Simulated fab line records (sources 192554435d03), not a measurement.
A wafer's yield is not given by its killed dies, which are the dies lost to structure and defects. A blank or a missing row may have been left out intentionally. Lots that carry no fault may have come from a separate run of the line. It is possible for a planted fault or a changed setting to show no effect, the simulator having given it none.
fab line records	flow n5-finfet
record: lots: 5	wafers: 15	last-day: 18
route steps=1938 shown BEOL_M4@1052 PASSIVATION@1936
lots that met no fault: from a run of the same line without faults
start-h: hours from the record's opening day to when the first of the lot's shown wafers began	wait-h: hours since the lot's step before	" repeats the value in the row above	L1.1+2: several wafers, shown together as one row	- value missing, or start not given	* or withheld: withheld	< > ~ a bound
route shown NAME@n: NAME is a module with steps in the file, n the number in the route of the first one	usual: the fault-free wafers' mean and standard deviation	same: alike in all rows	chamber/n: place in a boat	sites: each site's reading	_std_site: the standard deviation of these	_edge_site: the outer-site mean with the inner-site mean subtracted	radius-mm: for every site, how far away it sits from the centre of the wafer	mask NAME#n: copy n	behind: the tool/chamber that last shaped the wafer	hold: reason for holding the lot/hours on hold/outcome of the hold	device: the n, p or np transistor that did not switch	end of line: tests run on the same wafers once the route is complete	a step with no rows: only its recipe	killed: not the wafer's yield, but the dies lost to structure and defects at the first sort	map: per-die view of a wafer (x killed, . not killed, _ where there is no die)
set.NAME: the setting the step ran with; set.NAME@STEP: the setting that earlier step ran with	model.NAME: the simulator's own value behind a step, which no gauge read
certain route steps with their lots: each step a table, each wafer a row
services: a tool's chamber out of use, with start hour (start-h, from the record's first day; less than 0 if before it), hours out, and reason
== steps ==
step: N5_BEOL_M4_SOFTBAKE_23
recipe: temp-c: 110	time-s: 60	resist: CAR-EUV
step: N5_BEOL_M4_EXPOSE_25
recipe: mask-id: V3	na: 0.33	source-shape: quasar	sigma-inner: 0.2	sigma-outer: 0.8	polarization: unpolarized	defocus-nm: 5	dose-mj: 63
step: N5_BEOL_M4_PEB_26
recipe: peb-temp-c: 100	peb-time-s: 60	resist: CAR-EUV
step: N5_BEOL_M4_DEVELOP_27
recipe: develop-time-s: 30	developer: TMAH	resist: CAR-EUV	rinse-liquid: surfactant-rinse	dry: air-spin	dev-temp-c: 23
step: N5_BEOL_M4_CD_MEAS_28
recipe: target-cd-nm: 26.2	landing-energy-ev: 500	detector: se-inlens	target-cd-y-nm: 24.1	polarity: opening
usual: cd-nm: 26.22/0.26
lot.wafer	tool	chamber	start-h	wait-h	cd-nm
L203.1	cd-sem-03	0	169.53	-	26.21
L203.2	"	0	"	"	26.35
L203.6	"	0	"	"	26.30
L206.1	cd-sem-01	0	176.85	-	25.91
L206.2	"	0	"	"	26.46
L206.4	"	0	"	"	26.34
L214.4	cd-sem-03	0	242.06	-	26.41
L214.5	"	0	"	"	26.51
L214.6	"	0	"	"	26.59
L221.3	cd-sem-03	0	277.65	-	25.68
L221.5	"	0	"	"	26.19
L221.6	"	0	"	"	26.38
L224.1	cd-sem-01	0	295.96	-	25.93
L224.2	"	0	"	"	26.44
L224.4	"	0	"	"	26.06
step: N5_BEOL_M4_OVL_MEAS_29
recipe: points-per-wafer: 522
usual: V3_OVL: -0.1/0.64
lot.wafer	tool	chamber	start-h	wait-h	V3_OVL[nm]
L203.1	overlay-02	0	169.56	0.0	0.5
L203.2	"	0	"	"	-0.6
L203.6	"	0	"	"	-0.3
L206.1	overlay-02	0	176.88	0.0	-0.3
L206.2	"	0	"	"	-0.8
L206.4	"	0	"	"	0.1
L214.4	overlay-02	0	242.10	0.0	0.4
L214.5	"	0	"	"	0.0
L214.6	"	0	"	"	-0.5
L221.3	overlay-02	0	277.69	0.0	-0.2
L221.5	"	0	"	"	0.3
L221.6	"	0	"	"	0.2
L224.1	overlay-02	0	295.99	0.0	-0.1
L224.2	"	0	"	"	-0.7
L224.4	"	0	"	"	0.1
step: N5_BEOL_M4_INSPECT_30
recipe: mode: adi	inspect-instrument: brightfield
usual: raw-defect-count: 403/99
lot.wafer	tool	chamber	start-h	wait-h	raw-defect-count
L203.1	defect-inspect-01	-	169.61	0.1	325
L203.2	"	-	"	"	278
L203.6	"	-	"	"	356
L206.1	defect-inspect-01	-	176.94	0.1	434
L206.2	"	-	"	"	386
L206.4	"	-	"	"	453
L214.4	defect-inspect-02	-	242.14	0.0	286
L214.5	"	-	"	"	332
L214.6	"	-	"	"	297
L221.3	defect-inspect-01	-	277.74	0.0	438
L221.5	"	-	"	"	309
L221.6	"	-	"	"	389
L224.1	defect-inspect-02	-	296.05	0.1	482
L224.2	"	-	"	"	405
L224.4	"	-	"	"	529
step: N5_BEOL_M4_DESCUM_33
recipe: chemistry: O2	time-s: 7	source-power-w: 50	bias-power-w: 20	pressure-mtorr: 20	rf-frequency-hz: 2.712e+07	temp-c: 40	resist: CAR-EUV	o2-flow-sccm: 225
step: N5_BEOL_M4_ETCH_77
recipe: chemistry: N2/H2	target: underlayer	target-depth-a: 65	mask-material: CAR-EUV	time-s: 5.2	ion-energy-ev: 200	pressure-mtorr: 30	source-w: 840	bias-w: 150	n2-flow-sccm: 200	h2-flow-sccm: 200	ends: cleared
usual: drypump-motor-current-A: 5.6/0.39	etch-rf-on-time-s: 5.21/0.09	h2-flow-sccm: 199.9/0.62	oes-product-au: 0.68/0.069	rf-vpp-V: 524.3/2.7	showerhead-plenum-p-Torr: 2.56/0.085	throttle-valve-pct: 17.76/0.19
lot.wafer	tool	chamber	start-h	wait-h	drypump-motor-current-A	etch-rf-on-time-s	h2-flow-sccm	oes-product-au	rf-hours-counter-h	rf-vpp-V	showerhead-plenum-p-Torr	throttle-valve-pct
L203.1	rie-diel-05	0	169.68	0.0	5.6	5.19	200.4	0.73	46	527.5	2.71	17.82
L203.2	"	3	"	"	5.7	5.17	200.1	0.61	203	523.2	2.50	17.58
L203.6	"	0	"	"	5.6	5.26	201.0	0.73	-	525.0	2.71	17.82
L206.1	rie-diel-04	0	177.01	0.0	5.9	5.33	199.6	0.64	173	524.0	2.54	17.73
L206.2	"	2	"	"	5.7	5.16	200.4	0.64	178	526.8	2.63	18.13
L206.4	"	1	"	"	5.4	5.22	199.3	0.79	6	524.6	2.52	17.54
L214.4	rie-diel-02	0	242.21	0.0	5.3	5.25	200.5	0.65	135	524.4	2.55	17.66
L214.5	"	1	"	"	5.4	5.20	200.6	0.75	-	526.8	2.61	17.91
L214.6	"	0	"	"	5.4	5.23	200.5	0.66	-	525.4	2.55	17.65
L221.3	rie-diel-02	0	277.81	0.0	5.3	5.28	199.8	0.65	147	524.4	2.55	17.68
L221.5	"	1	"	"	5.4	5.19	200.1	0.73	-	524.5	2.60	17.93
L221.6	"	2	"	"	6.6	5.32	199.8	0.62	-	521.5	2.41	17.82
L224.1	rie-diel-05	0	296.35	0.0	5.6	5.23	199.3	0.68	90	528.6	2.69	17.89
L224.2	"	2	"	"	5.8	5.20	199.7	0.57	236	528.3	2.61	17.46
L224.4	"	3	"	"	5.7	5.30	199.8	0.56	247	522.6	2.48	17.68
step: N5_BEOL_M4_ETCH_69
recipe: chemistry: CF4	target: SiARC	target-depth-a: 156	mask-material: CAR-EUV	time-s: 26	ion-energy-ev: 80	pressure-mtorr: 40	source-w: 545	bias-w: 36	Ar_flow_sccm: 100	cf4-flow-sccm: 100	ends: cleared
step: N5_BEOL_M4_ALD_98
recipe: material: SiO2	target-thk-a: 25	temp-c: 100	ald-precursor-family: BDEAS	ald-co-reactant: O2-plasma	pulse-time-s: 1	co-reactant-pulse-time-s: 1	purge-time-s: 2	co-reactant-purge-time-s: 2	ald-cycles: 17	pressure-torr: 2
step: N5_BEOL_M4_ETCHBACK_99
recipe: chemistry: CHF3	target: SiO2	target-depth-a: 50	time-s: 10.4	source-w: 215	bias-w: 47	Ar_flow_sccm: 200	CHF3_flow_sccm: 12	ion-energy-ev: 100	pressure-mtorr: 30
step: N5_BEOL_M4_ETCH_70
recipe: chemistry: N2/H2	target: SOC	target-depth-a: 800	overetch-a: 240	mask-material: SiARC	temp-c: 40	time-s: 130	ion-energy-ev: 200	pressure-mtorr: 30	source-w: 840	bias-w: 150	n2-flow-sccm: 200	h2-flow-sccm: 200
usual: drypump-motor-current-A: 5.6/0.42	h2-flow-sccm: 199.9/0.56	oes-product-au: 0.59/0.056	rf-vpp-V: 524.1/2.4	showerhead-plenum-p-Torr: 2.55/0.085	temp-c: 40.00/0.1	throttle-valve-pct: 17.71/0.17
same: time-s: 130
lot.wafer	tool	chamber	start-h	wait-h	drypump-motor-current-A	h2-flow-sccm	oes-product-au	rf-hours-counter-h	rf-vpp-V	showerhead-plenum-p-Torr	temp-c	throttle-valve-pct
L203.1	rie-diel-02	0	175.31	0.0	5.4	200.4	0.58	113	523.9	2.56	39.96	17.59
L203.2	"	3	"	"	5.5	199.8	0.66	40	521.6	2.49	40.09	17.81
L203.6	"	1	"	"	5.4	200.0	0.69	-	524.9	2.62	39.82	17.80
L206.1	rie-diel-05	3	179.79	0.0	5.7	199.7	0.52	208	522.9	2.50	40.00	17.54
L206.2	"	0	"	"	5.6	199.7	0.64	51	527.3	2.71	39.93	17.77
L206.4	"	0	"	"	5.6	199.2	0.64	-	526.8	2.71	39.96	17.78
L214.4	rie-diel-05	1	246.60	0.0	5.4	200.4	0.67	20	525.4	2.50	39.94	17.77
L214.5	"	0	"	"	5.6	199.1	0.61	-	527.1	2.70	39.96	17.81
L214.6	"	3	"	"	5.7	201.0	0.51	-	523.0	2.49	40.10	17.57
L221.3	rie-diel-02	0	278.87	0.0	5.4	199.9	0.57	148	526.1	2.55	39.81	17.63
L221.5	"	0	"	"	5.4	200.2	0.56	-	523.6	2.55	39.81	17.61
L221.6	"	1	"	"	5.4	199.6	0.63	-	526.1	2.60	39.94	17.87
L224.1	rie-diel-02	2	303.77	0.0	6.6	200.3	0.54	196	519.3	2.41	39.92	17.77
L224.2	"	3	"	"	5.5	199.1	0.61	84	521.6	2.47	40.06	17.89
L224.4	"	1	"	"	5.4	200.3	0.62	45	525.3	2.60	39.99	17.88
step: N5_BEOL_M4_STRIP_71
recipe: chemistry: N2/H2	temp-c: 40	n2-flow-sccm: 200	h2-flow-sccm: 200	rf-frequency-hz: 6e+07
step: N5_BEOL_M4_STRIP_78
recipe: chemistry: N2/H2	temp-c: 40	n2-flow-sccm: 200	h2-flow-sccm: 200	rf-frequency-hz: 6e+07
step: N5_BEOL_M4_VIA_ETCH_34
recipe: chemistry: C4F6/O2	target-depth-a: 694	mask-material: SOC	pressure-mtorr: 15	ion-energy-ev: 250	taper-deg: 4	time-s: 65.9	source-w: 350	bias-w: 170	Ar_flow_sccm: 300	C4F6_flow_sccm: 10	O2_flow_sccm: 10
step: N5_BEOL_M4_STRIP_83
recipe: chemistry: C4F6/O2	resist: SiARC	rf-frequency-hz: 6e+07
step: N5_BEOL_M4_STRIP_36
recipe: chemistry: N2/H2	power-w: 450	temp-c: 40	pressure-mtorr: 20	rf-frequency-hz: 6e+07	overash-fraction: 0.3	bias-power-w: 7	h2-frac: 0.5	n2-flow-sccm: 200	h2-flow-sccm: 200
step: N5_BEOL_M4_TRENCH_ETCH_37
recipe: chemistry: C4F6/O2	target-depth-a: 555.55	target: SiOC	time-s: 29.2	ion-energy-ev: 250	pressure-mtorr: 30	source-w: 355	bias-w: 185	Ar_flow_sccm: 300	C4F6_flow_sccm: 10	O2_flow_sccm: 10
step: N5_BEOL_M4_ETCH_41
recipe: chemistry: CH3F/O2	target: SiCN	target-depth-a: 299	taper-deg: 2	time-s: 52.5	ion-energy-ev: 120	mask-material: TiN	pressure-mtorr: 30	source-w: 395	bias-w: 75	Ar_flow_sccm: 150	CH3F_flow_sccm: 30	O2_flow_sccm: 20
step: N5_BEOL_M4_STRIP_97
recipe: chemistry: N2/H2	time-s: 10	power-w: 450	temp-c: 40	pressure-mtorr: 20	rf-frequency-hz: 6e+07	bias-power-w: 7	n2-flow-sccm: 200	h2-flow-sccm: 200
usual: drypump-motor-current-A: 5.6/0.42	h2-flow-sccm: 199.9/0.66	oes-product-au: 0.80/0.078	rf-vpp-V: 59.1/0.84	showerhead-plenum-p-Torr: 2.55/0.085	temp-c: 40.02/0.12	throttle-valve-pct: 23.55/0.25
same: time-s: 10
lot.wafer	tool	chamber	start-h	wait-h	drypump-motor-current-A	h2-flow-sccm	oes-product-au	rf-hours-counter-h	rf-vpp-V	showerhead-plenum-p-Torr	temp-c	throttle-valve-pct
L203.1	rie-diel-02	0	-	-	5.4	200.4	0.80	113	58.7	2.56	40.17	23.38
L203.2	"	3	"	"	5.5	199.3	0.88	40	60.0	2.48	39.88	23.68
L203.6	"	1	"	"	5.4	199.2	0.95	-	60.4	2.61	40.00	23.75
L206.1	rie-diel-05	3	-	-	5.7	199.7	0.71	208	59.7	2.49	40.01	23.21
L206.2	"	0	"	"	5.6	199.9	0.85	51	60.9	2.70	40.04	23.65
L206.4	"	0	"	"	5.6	199.2	0.86	-	59.3	2.70	40.17	23.65
L214.4	rie-diel-05	1	-	-	5.4	199.7	0.93	20	59.5	2.50	40.10	23.77
L214.5	"	0	"	"	5.6	199.8	0.82	-	59.7	2.69	40.11	23.70
L214.6	"	3	"	"	5.7	199.9	0.69	-	58.0	2.49	40.06	23.23
L221.3	rie-diel-02	0	-	-	5.4	200.4	0.77	148	59.9	2.54	40.17	23.41
L221.5	"	0	"	"	5.4	199.9	0.76	-	59.5	2.54	40.24	23.41
L221.6	"	1	"	"	5.4	200.3	0.88	-	59.0	2.60	40.12	23.79
L224.1	rie-diel-02	2	-	-	6.6	199.8	0.73	196	60.0	2.41	39.95	23.59
L224.2	"	3	"	"	5.5	199.4	0.82	84	58.2	2.47	40.18	23.72
L224.4	"	1	"	"	5.4	200.6	0.85	45	58.8	2.59	39.97	23.79
step: N5_BEOL_M4_OCD_MEAS_38
usual: trench-depth-nm: 55.4/0.91
lot.wafer	tool	chamber	start-h	wait-h	trench-depth-nm
L203.1	ocd-02	-	175.67	-	54.8
L203.2	"	-	"	"	53.3
L203.6	"	-	"	"	56.5
L206.1	ocd-01	-	180.15	-	55.2
L206.2	"	-	"	"	55.4
L206.4	"	-	"	"	55.7
L214.4	ocd-01	-	246.96	-	57.4
L214.5	"	-	"	"	55.5
L214.6	"	-	"	"	55.1
L221.3	ocd-01	-	279.23	-	55.1
L221.5	"	-	"	"	54.9
L221.6	"	-	"	"	57.0
L224.1	ocd-02	-	304.13	-	55.0
L224.2	"	-	"	"	53.0
L224.4	"	-	"	"	55.9
step: N5_BEOL_M4_HM_STRIP_39
recipe: chemistry: peroxide-tin-strip	material: TiN	target-depth-a: 250	temp-c: 50	time-s: 158
step: N5_BEOL_M4_SRD_40
recipe: time-s: 30	temp-c: 23	rinse-liquid: diw	dry: ipa-marangoni
step: N5_BEOL_M4_PRECLEAN_42
recipe: chemistry: residue-remover	time-s: 60	temp-c: 40
step: N5_BEOL_M4_SRD_43
recipe: time-s: 30	temp-c: 23	rinse-liquid: diw	dry: ipa-marangoni
step: N5_BEOL_M4_CD_MEAS_35
recipe: target-cd-nm: 18	target-cd-y-nm: 22.4	polarity: opening
usual: cd-nm: 18.1/0.36
lot.wafer	tool	chamber	start-h	wait-h	cd-nm
L203.1	cd-sem-02	-	175.84	0.0	17.7
L203.2	"	-	"	"	18.2
L203.6	"	-	"	"	18.6
L206.1	cd-sem-01	-	180.31	0.0	17.4
L206.2	"	-	"	"	18.0
L206.4	"	-	"	"	17.8
L214.4	cd-sem-01	-	247.23	0.0	18.0
L214.5	"	-	"	"	18.1
L214.6	"	-	"	"	18.0
L221.3	cd-sem-03	-	279.38	0.0	18.0
L221.5	"	-	"	"	18.1
L221.6	"	-	"	"	17.5
L224.1	cd-sem-02	-	304.29	0.0	18.0
L224.2	"	-	"	"	18.2
L224.4	"	-	"	"	18.1
step: N5_BEOL_M4_DEGAS_44
recipe: ambient: vacuum	temp-c: 250	time-s: 60
step: N5_BEOL_M4_PRE_CLEAN_45
recipe: gas: H2/He	time-s: 30	temp-c: 250
step: N5_BEOL_M4_ALD_84
recipe: material: TaN	target-thk-a: *	temp-c: 275	ald-precursor-family: PDMAT	ald-co-reactant: NH3	pressure-torr: 3	carrier-flow-sccm: 1500	pulse-time-s: 2	purge-time-s: 3	co-reactant-purge-time-s: 2	co-reactant-pulse-time-s: 3	ald-cycles: 30	precursor-vessel-temp-c: 75	precursor-vessel-pressure-torr: 26.25	precursor-vessel-carrier-sccm: 1000
step: N5_BEOL_M4_SURFACE_TREAT_85
recipe: gas: Ar	time-s: *	ion-energy-ev: *	ion-current-ma-cm2: 0.5	pressure-mtorr: *	ar-flow-sccm: 30
usual: throttle-valve-pct: *
same: time-s: *
lot.wafer	tool	chamber	start-h	wait-h	throttle-valve-pct
L203.1	pvd-sputter-03	-	176.43	0.1	*
L203.2	"	-	"	"	*
L203.6	"	-	"	"	*
L206.1	pvd-sputter-01	-	181.05	0.2	*
L206.2	"	-	"	"	*
L206.4	"	-	"	"	*
L214.4	pvd-sputter-01	-	247.70	0.1	*
L214.5	"	-	"	"	*
L214.6	"	-	"	"	*
L221.3	pvd-sputter-01	-	281.43	1.6	*
L221.5	"	-	"	"	*
L221.6	"	-	"	"	*
L224.1	pvd-sputter-02	-	305.68	0.4	*
L224.2	"	-	"	"	*
L224.4	"	-	"	"	*
step: N5_BEOL_M4_CVD_47
recipe: material: Co	target-thk-a: 30	temp-c: withheld	precursor: CCTBA/H2	pressure-torr: 30	time-s: 223.8
step: N5_BEOL_M4_SPUTTER_48
recipe: material: Cu	target-thk-a: 45	temp-c: -20	chamber-pressure-pa: 0.07	power-w: withheld	time-s: 8.29
step: N5_BEOL_M4_ANNEAL_49
recipe: temp-c: 400	time-s: 240	ambient: vacuum
step: N5_BEOL_M4_SPUTTER_79
recipe: material: Cu	target-thk-a: 45	temp-c: -20	chamber-pressure-pa: 0.07	power-w: withheld	time-s: 8.29
step: N5_BEOL_M4_ANNEAL_80
recipe: temp-c: 400	time-s: 240	ambient: vacuum
step: N5_BEOL_M4_SPUTTER_81
recipe: material: Cu	target-thk-a: 45	temp-c: -20	chamber-pressure-pa: 0.07	power-w: withheld	time-s: 8.29
step: N5_BEOL_M4_ANNEAL_82
recipe: temp-c: 400	time-s: 240	ambient: vacuum
step: N5_BEOL_M4_SPUTTER_86
recipe: material: Cu	target-thk-a: 45	temp-c: -20	chamber-pressure-pa: 0.07	power-w: withheld	time-s: 8.29
usual: throttle-valve-pct: 29.3/1.1
same: time-s: 8.29
lot.wafer	tool	chamber	start-h	wait-h	throttle-valve-pct
L203.1	pvd-sputter-02	-	178.97	0.1	30.3
L203.2	"	-	"	"	30.2
L203.6	"	-	"	"	30.2
L206.1	pvd-sputter-01	-	181.95	0.1	30.6
L206.2	"	-	"	"	27.7
L206.4	"	-	"	"	27.8
L214.4	pvd-sputter-01	-	248.84	0.1	29.2
L214.5	"	-	"	"	30.5
L214.6	"	-	"	"	28.1
L221.3	pvd-sputter-02	-	282.36	0.1	30.1
L221.5	"	-	"	"	30.4
L221.6	"	-	"	"	29.4
L224.1	pvd-sputter-03	-	306.57	0.1	28.8
L224.2	"	-	"	"	30.8
L224.4	"	-	"	"	28.7
step: N5_BEOL_M4_ANNEAL_87
recipe: temp-c: 400	time-s: 240	ambient: vacuum
step: N5_BEOL_M4_SPUTTER_88
recipe: material: Cu	target-thk-a: 45	temp-c: -20	chamber-pressure-pa: 0.07	power-w: withheld	time-s: 8.29
step: N5_BEOL_M4_ANNEAL_89
recipe: temp-c: 400	time-s: 240	ambient: vacuum
usual: heater-power-w: 830/60
same: time-s: 240
lot.wafer	tool	chamber	start-h	wait-h	heater-power-w
L203.1	pvd-sputter-02	-	179.27	0.0	829
L203.2	"	-	"	"	781
L203.6	"	-	"	"	774
L206.1	pvd-sputter-01	-	182.25	0.0	871
L206.2	"	-	"	"	827
L206.4	"	-	"	"	762
L214.4	pvd-sputter-01	-	249.14	0.0	803
L214.5	"	-	"	"	852
L214.6	"	-	"	"	831
L221.3	pvd-sputter-02	-	282.66	0.0	781
L221.5	"	-	"	"	785
L221.6	"	-	"	"	912
L224.1	pvd-sputter-03	-	306.87	0.0	844
L224.2	"	-	"	"	973
L224.4	"	-	"	"	776
step: N5_PASSIVATION_PROBE_49
usual: defect-limited-yield: 91.0/1.5	killed_at_M0_to_M3: 34/9.1	killed_at_M4_up: 14/5.7	killed-at-contacts: 13/5.7	killed-at-front-end: 42/12	killed-at-other: 4/3.4	killed-dies: 106/17	killed-on-rim: 14/4.3	killed-open: 70/13	killed-short: 34/7.5	sort_bin_5_function: 5.2/0.94	sort_bin_6_memory: 3.4/0.69	sort-n-pass: 1074/17	sort-yield-pct: 91.0/1.5
same: gross-dies: 1180	killed-at-back-side: 0	sort_bin_4_leakage[%]: 0	sort_bin_8_speed[%]: 0
lot.wafer	tool	chamber	start-h	wait-h	defect-limited-yield[%]	killed_at_M0_to_M3	killed_at_M4_up	killed-at-contacts	killed-at-front-end	killed-at-other	killed-dies	killed-on-rim	killed-open	killed-short	sort_bin_5_function[%]	sort_bin_6_memory[%]	sort-n-pass	sort-yield-pct[%]
L206.1	prober-02	-	294.96	0.0	90.6	39	12	8	50	2	111	13	60	51	5.3	3.6	1069	90.6
L206.2	prober-02	-	295.01	0.1	91.2	41	11	5	45	2	104	12	67	37	4.9	3.5	1076	91.2
L206.4	prober-02	-	295.11	0.2	89.6	38	19	16	45	5	123	15	75	48	6.9	3.3	1057	89.6
L214.5	prober-01	-	351.76	0.2	88.6	20	67	10	37	1	135	29	57	25	7.0	3.3	1045	88.6
L221.3	prober-01	-	391.80	0.1	86.5	44	31	5	73	6	159	29	105	49	7.3	5.5	1021	86.5
L221.5	prober-01	-	391.90	0.2	92.7	19	14	9	37	7	86	10	61	24	3.9	3.1	1094	92.7
L221.6	prober-01	-	391.95	0.3	89.7	17	18	4	78	4	121	10	78	36	5.3	4.2	1059	89.7
killed by level:class
L206.1 BEOL_M0_SAQP:geometric-particle:short=13 FIN_SAQP:geometric-particle:short=11 BEOL_M0_SAQP:geometric-particle:open=10 BEOL_M4:geometric-particle:open=9 GATE_CUT:geometric-particle:short=8 FIN_SAQP:geometric-particle:open=6 GATE_CUT:geometric-particle:open=6 MOL_CONTACT_COAG:geometric-particle:open=6
L206.2 FIN_SAQP:geometric-particle:open=9 BEOL_M0_SAQP:geometric-particle:open=9 BEOL_M1:geometric-particle:open=9 FIN_SAQP:geometric-particle:short=8 BEOL_M3:geometric-particle:open=7 BEOL_M0_SAQP:geometric-particle:short=7 MOL_CONTACT_COAG:geometric-particle:open=5 BEOL_M4:geometric-particle:open=5
L206.4 BEOL_M0_SAQP:geometric-particle:open=13 MOL_CONTACT_COAG:geometric-particle:open=13 BEOL_M0_SAQP:geometric-particle:short=11 FIN_SAQP:geometric-particle:short=9 BEOL_M5:geometric-particle:open=8 FIN_SAQP:geometric-particle:open=7 GATE_CUT:geometric-particle:open=7 SPACER0:geometric-particle:open=5
L214.5 BEOL_M4:unspecified=52 STI_FIN_REVEAL:geometric-particle:open=9 MOL_CONTACT_COAG:geometric-particle:open=9 GATE_CUT:geometric-particle:short=8 BEOL_M3:geometric-particle:open=7 BEOL_M4:geometric-particle:open=6 BEOL_M2:geometric-particle:open=5 FIN_SAQP:geometric-particle:short=4
L221.3 FIN_SAQP:geometric-particle:open=19 BEOL_M4:geometric-particle:open=16 FIN_SAQP:geometric-particle:short=14 DUMMY_GATE:geometric-particle:open=11 BEOL_M0_SAQP:geometric-particle:open=11 BEOL_M0:geometric-particle:open=9 BEOL_M0:geometric-particle:short=8 BEOL_M5:geometric-particle:open=7
L221.5 STI_FIN_REVEAL:geometric-particle:open=9 BEOL_M4:geometric-particle:open=9 FIN_SAQP:geometric-particle:open=8 MOL_CONTACT_COAG:geometric-particle:open=7 DUMMY_GATE:geometric-particle:open=6 DUMMY_GATE:geometric-particle:short=3 BEOL_M1:geometric-particle:open=3 BEOL_M2:geometric-particle:open=3
L221.6 FIN_SAQP:geometric-particle:open=24 FIN_SAQP:geometric-particle:short=12 DUMMY_GATE:geometric-particle:open=12 STI_FIN_REVEAL:geometric-particle:open=9 BEOL_M0_SAQP:geometric-particle:short=7 BEOL_M4:geometric-particle:open=6 BEOL_M5:geometric-particle:open=6 HKMG_FIN:area-etch=5
map L214.5 (x killed, . not)
_________________...........x________________
______________..............x..._____________
___________........................__________
__________....x................x...._________
________x.........x...x........x......_______
_______....xx...........x..............______
______..............xx.................._____
_____........x......x....x...............____
____...x.....xx......................x..xx___
___....x....................x....x.........__
___.....x.........x.....x..................__
__..............x...xx....x..x.x............_
__.........................................._
_.....xx...........x.....x.x.................
_.........x...x...x..x....................x..
_.........x..........x.......................
_..x........xx..............x................
_.......................x.........x..........
_....x..x.........................x..........
_.............x.................x.........x..
_....x.....................x.............x...
__x........................................._
__.....x.............................x......_
___...x.x.x........x...........x...........__
___x...xxxxx..x..x.........................__
____xx.x.x.x........x..............x......___
_____xxxxxxx.x...x....................x..____
______xxxxxxxx.......x.........x.......x_____
_______xxxxxxx........x...x...x........______
________xxxxxx..............x........._______
__________xxxxx....................._________
___________xxx.....................__________
______________x.x...........x..._____________
_________________.x......x...________________
map L206.4 (x killed, . not)
_________________............________________
______________...x.............._____________
___________...xx.............x....x__________
__________.x......x................._________
________....x.......x................._______
_______.......x.xx.....................______
______...x...............x.............._____
_____.............x.......x...x..........____
____...x.x....x.x.x..............x........___
___..x....xx...x.x.x.........x......x...x..__
___.....x.............x......x.x..x...x....__
__......x....x....x...x..........x.x......x._
__.......x............x.....x.x....x........_
_.............x.......x..............x.......
_..x.......x..x...........x......xx..........
_x..................................xx.......
_......................x.x.......x.........x.
_..x...x..........xx.....x..................x
_.........................x..................
_.................................x..........
_.x.....x...x.x...................x..x.......
__........x............x.........x.........x_
__..................................xxx....x_
___.............xxx..........x..x..........__
___.....................x.......x.......x..__
____..............x......x...........x....___
_____..x...........x...............x.....____
______..............x..................._____
_______..........x.x.x......x........x.______
________...x..x...........x....x..x..x_______
__________....x...............x....._________
___________.......x...........x....__________
______________..x......xx......._____________
_________________......x....x________________
== services ==
tool	chamber	start-h	hours	kind
rie-diel-05	1	153.82	-	clean
rie-diel-05	1	153.82	-	consumable-replace:focus-ring
rie-diel-05	1	153.82	20.4	scheduled-down
rie-diel-05	1	153.82	20.4	vent-cycle
rie-diel-05	3	207.52	3.0	repair
rie-diel-04	2	266.00	8.9	repair
rie-diel-05	3	304.84	-	clean
rie-diel-05	3	304.84	-	consumable-replace:focus-ring
rie-diel-05	3	304.84	21.1	scheduled-down
rie-diel-05	3	304.84	21.1	vent-cycle
== key ==
first-sign: step: N5_PASSIVATION_PROBE_49	reading: killed_at_M4_up	direction: up	sigmas: 9.3	usual: 14	struck: 67
effect: step: N5_PASSIVATION_PROBE_49	reading: killed-on-rim	direction: up	sigmas: 3.5	usual: 14	struck: 29
more-kills-born-at: N5_BEOL_M4_ETCH_70@rie-diel-05: 52
met-at N5_BEOL_M4_ETCH_70
struck-wafers L214.5
onset-between 179.79 246.60
fault: kind: chamber-particle-source	tool: rie-diel-05	chamber: 0	onset-h: 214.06	steps: N5_BEOL_M4_ETCH_70	rate-per-visit-cm2: 0.54522	end-h: 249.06
